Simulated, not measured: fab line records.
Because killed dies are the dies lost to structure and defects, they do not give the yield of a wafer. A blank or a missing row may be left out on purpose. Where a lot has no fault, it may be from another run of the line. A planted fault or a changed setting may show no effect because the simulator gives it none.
Which tool did it? ; flow n5 finfet ; 36 wafers sampled from 12 lots at 1 step of a route of 1938

WHAT THE GAUGES READ, wafer by wafer
N5_BEOL_M1_CD_MEAS_35: target cd 18 nm, target cd y 21 nm.
lot;measured;on;cd nm (nm)
L074;day 7 01:10;cd sem-02;18.4 19.2 18.4
L078;day 7 06:26;cd sem-02;18.8 18.2 18.4
L080;day 7 21:42;cd sem-02;18.4 18.1 18.3
L081;day 8 20:40;cd sem-02;18.3 18.0 18.0
L083;day 9 04:28;cd sem-01;18.2 17.7 18.1
L085;day 10 00:53;cd sem-01;17.9 17.7 18.1
L086;day 10 13:34;cd sem-02;17.9 17.6 17.8
L090;day 10 16:49;cd sem-03;19.1 18.2 18.2
L092;day 10 22:32;cd sem-03;18.3 17.9 18.9
L093;day 11 06:27;cd sem-02;18.4 17.9 18.6
L095;day 11 15:55;cd sem-01;18.2 17.5 18.1
L097;day 12 11:42;cd sem-02;18.1 18.0 18.4

WHAT TOOL EACH LOT RAN ON (gives the tool, then ch and the chambers of the sampled wafers, and finally the start)
Before these readings, the record contains no process step.

THE ANSWER, worked out from the rows above alone
Rule: what is usual is taken from the lots themselves. The widest of any qualifying gaps counts: lots, ordered by their means at a reading, are off when they make up no more than a third of the lots, leave a main group of 4 or more, and stand apart from it by 3 or more times the standard deviation of that group's means. If all means in a main group match to the digits the tables above print for the reading, that group is not used. Also off: a lot with no number at a reading for which 4 or more lots have one. All remaining lots with rows at the step are treated as sound.
None of the lots is off at any reading shown; this tells nothing.

WHAT HAD BEEN PUT IN BY THE SIMULATOR
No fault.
